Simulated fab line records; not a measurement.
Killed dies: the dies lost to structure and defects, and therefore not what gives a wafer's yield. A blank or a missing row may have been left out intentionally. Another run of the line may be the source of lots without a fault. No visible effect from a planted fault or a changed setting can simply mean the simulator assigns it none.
Split-lot trial / flow n5_finfet / route with 1938 steps; 7 lots, 21 wafers read

THE SPLIT
At N5_BEOL_M9_COAT_63 (time 60 s, resist thk 60 nm), the setting spin_rpm was moved away from the recipe's 1500 rpm on 7 of the 21 wafers read, by -5.3% to +7.2%. This setting was run at the recipe's value on the other wafers.

FROM THE SPLIT TO THE READING: what the file shows between them, 7 steps
- N5_BEOL_M9_COAT_64: time 60 s, resist thk 12 nm
- N5_BEOL_M9_COAT_75: time 60 s, resist thk 5 nm
- N5_BEOL_M9_ETCH_76: etches underlayer in N2/H2, target depth 6.5 nm, time 5.2 s
- N5_BEOL_M9_ETCH_65: etches SiARC in CF4, target depth 15.6 nm, time 26 s
- N5_BEOL_M9_ETCH_66: etches SOC in N2/H2, target depth 80 nm, overetch 16 nm, time 120 s
- N5_BEOL_M9_STRIP_69: strips in N2/H2
- N5_BEOL_M9_STRIP_77: strips in N2/H2

THE READING
SOC_of_BEOL_M9_COAT_63.thk_nm (the simulator's own value, which no gauge read), in nm, at N5_BEOL_M9_VIA_ETCH_34 (etches SiCOH lowk in C4F6/O2, target depth 182.4 nm, time 68.4 s). There is no usual value for it anywhere in the file. Average 51.1 nm, standard deviation 0.23 nm, over the 14 wafers here run with the recipe.

wafer=L075.1; tool, chamber at the split=litho_track-03, 0; spin_rpm as run, rpm=1500; against the recipe=recipe; SOC_of_BEOL_M9_COAT_63.thk_nm, nm=51.6; against lot-mates on the recipe=-
wafer=L075.2; tool, chamber at the split=litho_track-03, 0; spin_rpm as run, rpm=1500; against the recipe=recipe; SOC_of_BEOL_M9_COAT_63.thk_nm, nm=51.4; against lot-mates on the recipe=-
wafer=L075.5; tool, chamber at the split=litho_track-03, 0; spin_rpm as run, rpm=1500; against the recipe=recipe; SOC_of_BEOL_M9_COAT_63.thk_nm, nm=51.2; against lot-mates on the recipe=-
wafer=L082.1; tool, chamber at the split=litho_track-05, 0; spin_rpm as run, rpm=1421; against the recipe=-5.3%; SOC_of_BEOL_M9_COAT_63.thk_nm, nm=53; against lot-mates on the recipe=+1.8
wafer=L082.3; tool, chamber at the split=litho_track-05, 0; spin_rpm as run, rpm=1500; against the recipe=recipe; SOC_of_BEOL_M9_COAT_63.thk_nm, nm=51; against lot-mates on the recipe=-
wafer=L082.4; tool, chamber at the split=litho_track-05, 0; spin_rpm as run, rpm=1500; against the recipe=recipe; SOC_of_BEOL_M9_COAT_63.thk_nm, nm=51.4; against lot-mates on the recipe=-
wafer=L080.1; tool, chamber at the split=litho_track-01, 0; spin_rpm as run, rpm=1606; against the recipe=+7.1%; SOC_of_BEOL_M9_COAT_63.thk_nm, nm=48.6; against lot-mates on the recipe=-2.2
wafer=L080.5; tool, chamber at the split=litho_track-01, 0; spin_rpm as run, rpm=1606; against the recipe=+7.1%; SOC_of_BEOL_M9_COAT_63.thk_nm, nm=48.6; against lot-mates on the recipe=-2.2
wafer=L080.6; tool, chamber at the split=litho_track-01, 0; spin_rpm as run, rpm=1500; against the recipe=recipe; SOC_of_BEOL_M9_COAT_63.thk_nm, nm=50.8; against lot-mates on the recipe=-
wafer=L085.1; tool, chamber at the split=litho_track-03, 0; spin_rpm as run, rpm=1442; against the recipe=-3.9%; SOC_of_BEOL_M9_COAT_63.thk_nm, nm=52.4; against lot-mates on the recipe=+1.3
wafer=L085.5; tool, chamber at the split=litho_track-03, 0; spin_rpm as run, rpm=1500; against the recipe=recipe; SOC_of_BEOL_M9_COAT_63.thk_nm, nm=51.2; against lot-mates on the recipe=-
wafer=L085.6; tool, chamber at the split=litho_track-03, 0; spin_rpm as run, rpm=1500; against the recipe=recipe; SOC_of_BEOL_M9_COAT_63.thk_nm, nm=51; against lot-mates on the recipe=-
wafer=L084.1; tool, chamber at the split=litho_track-05, 0; spin_rpm as run, rpm=1500; against the recipe=recipe; SOC_of_BEOL_M9_COAT_63.thk_nm, nm=50.8; against lot-mates on the recipe=-
wafer=L084.2; tool, chamber at the split=litho_track-05, 0; spin_rpm as run, rpm=1500; against the recipe=recipe; SOC_of_BEOL_M9_COAT_63.thk_nm, nm=51.2; against lot-mates on the recipe=-
wafer=L084.4; tool, chamber at the split=litho_track-05, 0; spin_rpm as run, rpm=1608; against the recipe=+7.2%; SOC_of_BEOL_M9_COAT_63.thk_nm, nm=48.8; against lot-mates on the recipe=-2.2
wafer=L089.3; tool, chamber at the split=litho_track-01, 0; spin_rpm as run, rpm=1569; against the recipe=+4.6%; SOC_of_BEOL_M9_COAT_63.thk_nm, nm=49.8; against lot-mates on the recipe=-1.3
wafer=L089.4; tool, chamber at the split=litho_track-01, 0; spin_rpm as run, rpm=1500; against the recipe=recipe; SOC_of_BEOL_M9_COAT_63.thk_nm, nm=51; against lot-mates on the recipe=-
wafer=L089.6; tool, chamber at the split=litho_track-01, 0; spin_rpm as run, rpm=1500; against the recipe=recipe; SOC_of_BEOL_M9_COAT_63.thk_nm, nm=51.2; against lot-mates on the recipe=-
wafer=L094.1; tool, chamber at the split=litho_track-03, 0; spin_rpm as run, rpm=1500; against the recipe=recipe; SOC_of_BEOL_M9_COAT_63.thk_nm, nm=51.2; against lot-mates on the recipe=-
wafer=L094.4; tool, chamber at the split=litho_track-03, 0; spin_rpm as run, rpm=1500; against the recipe=recipe; SOC_of_BEOL_M9_COAT_63.thk_nm, nm=50.8; against lot-mates on the recipe=-
wafer=L094.6; tool, chamber at the split=litho_track-03, 0; spin_rpm as run, rpm=1457; against the recipe=-2.9%; SOC_of_BEOL_M9_COAT_63.thk_nm, nm=52; against lot-mates on the recipe=+1.0

FIT RESULTS
A straight line over all 21 wafers: SOC_of_BEOL_M9_COAT_63.thk_nm changes by -0.339 nm for each +1% of spin_rpm; r = -0.98; the points scatter about the line by 0.22 nm.
The same after taking each lot's own level away (the mean of its wafers on the recipe; 21 wafers): -0.316 nm for each +1%; r = -0.99; scatter 0.15 nm.
That fit puts the effect of the largest move of spin_rpm on the reading at 2.3 nm.
Measured against the standard deviation above, the lots' own levels, which go from 50.80 to 51.40 nm, span 2.6 times it.
So the lot-to-lot level changes the slope little: the two slopes agree.
Check: with one of the wafers moved furthest among these (+7.2%) left out of the fit, the line predicts -2.26 nm for it against its lot-mates. It came out at -2.2 nm against them.

OTHER SPLITS ON THESE WAFERS
Other splits were also applied to these wafers ahead of the reading. Each is held against what the fit with the lots' levels taken away leaves over:
other split on the same wafers=N5_BEOL_M6_COAT_60 spin_rpm; wafers away from the commonest value=10; r with SOC_of_BEOL_M9_COAT_63.thk_nm (lot level and that fit taken away)=-0.05
other split on the same wafers=N5_BEOL_M6_ETCH_62 time_s; wafers away from the commonest value=9; r with SOC_of_BEOL_M9_COAT_63.thk_nm (lot level and that fit taken away)=+0.34
other split on the same wafers=N5_BEOL_M6_VIA_ETCH_34 time_s; wafers away from the commonest value=4; r with SOC_of_BEOL_M9_COAT_63.thk_nm (lot level and that fit taken away)=+0.01
other split on the same wafers=N5_BEOL_M6_TRENCH_ETCH_37 time_s; wafers away from the commonest value=9; r with SOC_of_BEOL_M9_COAT_63.thk_nm (lot level and that fit taken away)=-0.06
other split on the same wafers=N5_BEOL_M9_ETCH_62 source_w; wafers away from the commonest value=6; r with SOC_of_BEOL_M9_COAT_63.thk_nm (lot level and that fit taken away)=-0.03

THE WHOLE CHAIN: every reading that the file lists as answering this split, in the file's order
step=N5_BEOL_M9_COAT_63; what it does=time 60 s, resist thk 60 nm; reading=SOC_of_BEOL_M9_COAT_63.thk_nm (the simulator's own value, which no gauge read); change (the file's fit)=-0.277 nm for each +1% of the setting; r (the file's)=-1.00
step=N5_BEOL_M9_ETCH_66; what it does=etches SOC in N2/H2, target depth 80 nm, overetch 16 nm, time 120 s; reading=etch.depth_nm (the simulator's own value, which no gauge read); change (the file's fit)=-0.288 nm for each +1% of the setting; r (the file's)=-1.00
step=N5_BEOL_M9_VIA_ETCH_34; what it does=etches SiCOH lowk in C4F6/O2, target depth 182.4 nm, time 68.4 s; reading=SOC_of_BEOL_M9_COAT_63.thk_nm (the simulator's own value, which no gauge read); change (the file's fit)=-0.315 nm for each +1% of the setting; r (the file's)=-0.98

THE FILE'S OWN FIT
SOC_of_BEOL_M9_COAT_63.thk_nm changes by -0.315 nm for each +1% of spin_rpm, r = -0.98.
